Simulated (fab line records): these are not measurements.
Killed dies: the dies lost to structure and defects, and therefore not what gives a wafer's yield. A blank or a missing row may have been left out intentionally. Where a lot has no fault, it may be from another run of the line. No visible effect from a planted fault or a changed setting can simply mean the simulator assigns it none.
fab line records	flow nand_harc
[record] lots = 15	wafers = 45	last_day = 34
route steps=1302 shown P_ZERO_WELL@29 P_STI@98 END@1302
lots that met no fault: taken from a fault-free run of the same line
start_h: hours from the record's opening day to when the first of the lot's shown wafers began	wait_h: hours since the lot's step before	" unchanged from the row above	L1.1+2: one row covering several wafers at once	- no value, or no start was given	* or withheld: withheld	< > ~ a bound
route shown NAME@n: a module of which the file shows steps, and the number in the route of the first	usual: mean/standard deviation taken from wafers without a fault	same: alike in all rows	chamber/n: place in a boat	sites: per-site readings	_std_site: standard deviation of those values	_edge_site: mean of outer sites minus mean of inner sites	radius_mm: how far each site lies from the wafer's centre	mask NAME#n: copy n	behind: the last tool/chamber to shape the wafer	hold: what put the lot on hold/how long, in hours/how the hold closed	device: whichever transistor did not switch (one of n, p or np)	end of line: the tests these same wafers got at the end of their route	a step with no rows: only its recipe	killed: count of dies lost to structure and defects at first sort (not the wafer's yield)	map: the dies of a wafer, with x for killed, . for not killed, _ for no die there
set.NAME: the setting as run; set.NAME@STEP: as run at that earlier step	model.NAME: the simulator's own value behind a step, which no gauge read
the route's steps for a sample of lots (tables are steps, rows are wafers)
services: the hour from which a tool's chamber was out of use, counted from the record's first day as start_h (under 0 if before that day), plus the number of hours and why
[[steps]]
[step NHARC_P_ZERO_WELL_CD_MEAS_24]
[recipe] target_cd_nm = 720	landing_energy_ev = 500
[usual] cd_nm = 719.8/1.2
lot.wafer	tool	chamber	start_h	wait_h	cd_nm
L547.2	cd_sem-02	0	22.58	-	719.8
L547.4	"	0	"	"	718.7
L547.6	"	0	"	"	720.3
L548.2	cd_sem-02	0	32.67	-	721.3
L548.4	"	0	"	"	719.8
L548.6	"	0	"	"	720.9
L549.1	cd_sem-02	0	42.45	-	720.0
L549.3	"	0	"	"	721.1
L549.4	"	0	"	"	719.8
L550.1	cd_sem-03	0	52.69	-	717.6
L550.2	"	0	"	"	717.5
L550.4	"	0	"	"	719.1
L551.1	cd_sem-02	0	62.46	-	719.2
L551.4	"	0	"	"	719.1
L551.6	"	0	"	"	721.8
L552.1	cd_sem-03	0	72.45	-	720.5
L552.2	"	0	"	"	719.8
L552.6	"	0	"	"	718.6
L553.1	cd_sem-01	0	82.57	-	721.0
L553.4	"	0	"	"	719.9
L553.6	"	0	"	"	721.8
L554.2	cd_sem-01	0	92.46	-	720.6
L554.4	"	0	"	"	720.4
L554.6	"	0	"	"	721.2
L555.1	cd_sem-02	0	102.68	-	718.2
L555.4	"	0	"	"	718.6
L555.5	"	0	"	"	718.6
L557.1	cd_sem-01	0	122.56	-	719.0
L557.2	"	0	"	"	718.9
L557.6	"	0	"	"	718.8
L564.1	cd_sem-02	0	192.60	-	718.9
L564.4	"	0	"	"	719.5
L564.6	"	0	"	"	719.2
L567.3	cd_sem-02	0	222.56	-	721.2
L567.5	"	0	"	"	721.0
L567.6	"	0	"	"	720.5
L568.1	cd_sem-03	0	232.60	-	719.9
L568.2	"	0	"	"	719.6
L568.3	"	0	"	"	720.3
L569.2	cd_sem-02	0	242.57	-	718.1
L569.4	"	0	"	"	716.7
L569.6	"	0	"	"	718.7
L570.4	cd_sem-02	0	252.62	-	720.6
L570.5	"	0	"	"	720.9
L570.6	"	0	"	"	720.2
[step NHARC_P_ZERO_WELL_INSPECT_43]
[usual] raw_defect_count = 13/5.7
lot.wafer	tool	chamber	start_h	wait_h	raw_defect_count
L547.2	defect_inspect-01	-	27.62	0.5	15
L547.4	"	-	"	"	14
L547.6	"	-	"	"	11
L548.2	defect_inspect-02	-	37.85	0.5	12
L548.4	"	-	"	"	12
L548.6	"	-	"	"	4
L549.1	defect_inspect-02	-	47.42	0.6	18
L549.3	"	-	"	"	14
L549.4	"	-	"	"	13
L550.1	defect_inspect-01	-	58.04	0.6	16
L550.2	"	-	"	"	10
L550.4	"	-	"	"	7
L551.1	defect_inspect-01	-	67.43	0.6	7
L551.4	"	-	"	"	7
L551.6	"	-	"	"	8
L552.1	defect_inspect-02	-	77.45	0.6	17
L552.2	"	-	"	"	8
L552.6	"	-	"	"	11
L553.1	defect_inspect-01	-	87.55	0.6	11
L553.4	"	-	"	"	17
L553.6	"	-	"	"	11
L554.2	defect_inspect-01	-	97.55	0.5	14
L554.4	"	-	"	"	10
L554.6	"	-	"	"	8
L555.1	defect_inspect-02	-	107.61	0.6	22
L555.4	"	-	"	"	23
L555.5	"	-	"	"	20
L557.1	defect_inspect-02	-	127.53	0.6	26
L557.2	"	-	"	"	11
L557.6	"	-	"	"	14
L564.1	defect_inspect-01	-	197.59	0.6	29
L564.4	"	-	"	"	26
L564.6	"	-	"	"	23
L567.3	defect_inspect-02	-	228.25	0.3	12
L567.5	"	-	"	"	7
L567.6	"	-	"	"	7
L568.1	defect_inspect-02	-	237.62	0.6	14
L568.2	"	-	"	"	21
L568.3	"	-	"	"	15
L569.2	defect_inspect-02	-	247.69	0.5	10
L569.4	"	-	"	"	5
L569.6	"	-	"	"	17
L570.4	defect_inspect-02	-	257.60	0.2	15
L570.5	"	-	"	"	9
L570.6	"	-	"	"	5
[step NHARC_P_STI_HDPCVD_20]
[recipe] target_thk_a = withheld	sigma_open_frac = withheld	material = SiO2
lot.wafer	tool	chamber	start_h	wait_h
L547.2+4+6	hdpcvd-01	1,0,1	63.87	0.4
L548.2+4+6	hdpcvd-01	0,0,1	64.44	1.0
L549.1+4+3	hdpcvd-01	1,0,1	74.01	0.5
L550.2+1+4	hdpcvd-01	1,0,0	84.48	0.4
L551.1+4+6	hdpcvd-01	0,1,0	94.45	0.4
L552.2+1+6	hdpcvd-01	1,0,1	105.27	0.4
L553.1+4+6	hdpcvd-01	1,0,0	116.26	0.5
L554.2+4+6	hdpcvd-01	0	121.41	0.5
L555.1+4+5	hdpcvd-01	1	136.78	0.4
L557.2+1+6	hdpcvd-01	1,0,1	159.24	0.4
L557.2+1+6	hdpcvd-01	1,0,1	160.27	1.0
L564.1+4+6	hdpcvd-01	1,0,1	224.35	0.4
L564.1+4+6	hdpcvd-01	1,0,1	225.38	1.0
L567.3+5+6	hdpcvd-01	0,0,1	257.18	0.5
L567.3+5+6	hdpcvd-01	0,0,1	258.22	1.0
L568.1+2+3	hdpcvd-01	1,0,1	267.23	0.4
L569.2+4+6	hdpcvd-01	0,1,1	273.53	0.4
L570.4+6+5	hdpcvd-01	1,1,0	287.16	0.5
[step NHARC_P_STI_INSPECT_25]
[usual] raw_defect_count = 225/90
lot.wafer	tool	chamber	start_h	wait_h	raw_defect_count
L548.2	defect_inspect-02	-	80.21	0.4	230
L548.4	"	-	"	"	167
L548.6	"	-	"	"	176
L547.2	defect_inspect-01	-	80.24	0.4	128
L547.4	"	-	"	"	228
L547.6	"	-	"	"	255
L549.1	defect_inspect-01	-	91.03	0.4	363
L549.3	"	-	"	"	304
L549.4	"	-	"	"	215
L550.1	defect_inspect-01	-	101.65	0.4	173
L550.2	"	-	"	"	123
L550.4	"	-	"	"	110
L551.1	defect_inspect-01	-	111.92	0.4	289
L551.4	"	-	"	"	225
L551.6	"	-	"	"	279
L552.1	defect_inspect-01	-	121.84	0.4	193
L552.2	"	-	"	"	263
L552.6	"	-	"	"	228
L553.1	defect_inspect-01	-	137.66	0.4	170
L553.4	"	-	"	"	174
L553.6	"	-	"	"	345
L554.2	defect_inspect-01	-	144.31	0.4	212
L554.4	"	-	"	"	156
L554.6	"	-	"	"	288
L555.1	defect_inspect-01	-	153.40	0.4	272
L555.4	"	-	"	"	330
L555.5	"	-	"	"	228
L557.1	defect_inspect-01	-	178.82	0.4	127
L557.2	"	-	"	"	216
L557.6	"	-	"	"	150
L564.1	defect_inspect-02	-	244.49	0.4	108
L564.4	"	-	"	"	249
L564.6	"	-	"	"	187
L567.3	defect_inspect-02	-	277.24	0.4	372
L567.5	"	-	"	"	205
L567.6	"	-	"	"	291
L568.1	defect_inspect-02	-	285.29	0.4	532
L568.2	"	-	"	"	420
L568.3	"	-	"	"	305
L569.2	defect_inspect-02	-	291.52	0.4	161
L569.4	"	-	"	"	146
L569.6	"	-	"	"	168
L570.4	defect_inspect-02	-	304.20	0.4	346
L570.5	"	-	"	"	127
L570.6	"	-	"	"	234
[step NHARC_END_SORT_01]
[recipe] temp_c = 25
[usual] killed_at_array = 51/16	killed_at_other = 0.6/0.88	killed_at_periphery = 4.0/2.6	killed_dies = 55/16	killed_open = 3.5/1.9	killed_short = 2.3/1.6
[same] gross_dies = 677
lot.wafer	tool	chamber	start_h	wait_h	killed_at_array	killed_at_other	killed_at_periphery	killed_dies	killed_open	killed_short
L564.1	prober-02	0	723.24	2.5	28	0	0	28	1	1
L564.4	prober-02	0	725.65	3.4	23	0	0	23	5	2
L564.6	prober-02	0	727.25	4.0	23	4	0	27	1	1
// killed by level:class
L564.1 A_CHANNEL_HOLE_D1:chamber_film_flake=13 A_CONTACT:chamber_film_flake=6 A_STAIRCASE:chamber_film_flake=4 A_SLIT:chamber_film_flake=2 A_CHANNEL_HOLE_D1:geometric_particle:open=1 A_WL_FILL:geometric_particle:short=1 A_DECK1_JOINT:chamber_film_flake=1
L564.4 A_CHANNEL_HOLE_D1:chamber_film_flake=7 A_CONTACT:chamber_film_flake=3 A_SLIT:chamber_film_flake=2 A_CHANNEL_FILL_D1:chamber_film_flake=2 A_DECK1_JOINT:chamber_film_flake=2 A_ONON_D1:geometric_particle:open=1 A_CHANNEL_FILL_D1:geometric_particle:open=1 A_CHANNEL_FILL_D2:geometric_particle:open=1
L564.6 A_CHANNEL_HOLE_D1:chamber_film_flake=11 A_SLIT:chamber_film_flake=4 A_CONTACT:chamber_film_flake=4 THIN_TSV:chamber_film_flake=4 A_STAIRCASE:chamber_film_flake=2 A_DECK1_JOINT:geometric_particle:short=1 A_CHANNEL_HOLE_D2:geometric_particle:open=1
[[services]]
tool	chamber	start_h	hours	kind
hdpcvd-01	-	185.00	13.0	pm
hdpcvd-01	0	185.00	13.0	vent_cycle
hdpcvd-01	1	185.00	13.0	vent_cycle
hdpcvd-01	0	198.00	-	clean
hdpcvd-01	1	198.00	-	clean
[[key]]
[first_sign] step = NHARC_P_STI_HDPCVD_20	reading = visit	direction = added
effect none on later readings
met_at NHARC_P_STI_HDPCVD_20
struck_lots L557,L564,L567
tester_left_out L557,L564,L567
not_acting_at NHARC_P_ZERO_WELL_CD_MEAS_24,NHARC_P_ZERO_WELL_INSPECT_43,NHARC_P_STI_INSPECT_25
[fault] kind = repeated_step_whole	tool = hdpcvd-01	chamber = -	onset_h = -	steps = NHARC_P_STI_HDPCVD_20	times = 1	scope = struck_lots_only
// tester_left_out: of these lots the tester's yield and bins aren't shown, on N5 and GAA mostly nor the transistor test; their killed dies are dies lost to structure and defects alone, not to doping, threshold or leakage, so they don't give the yield
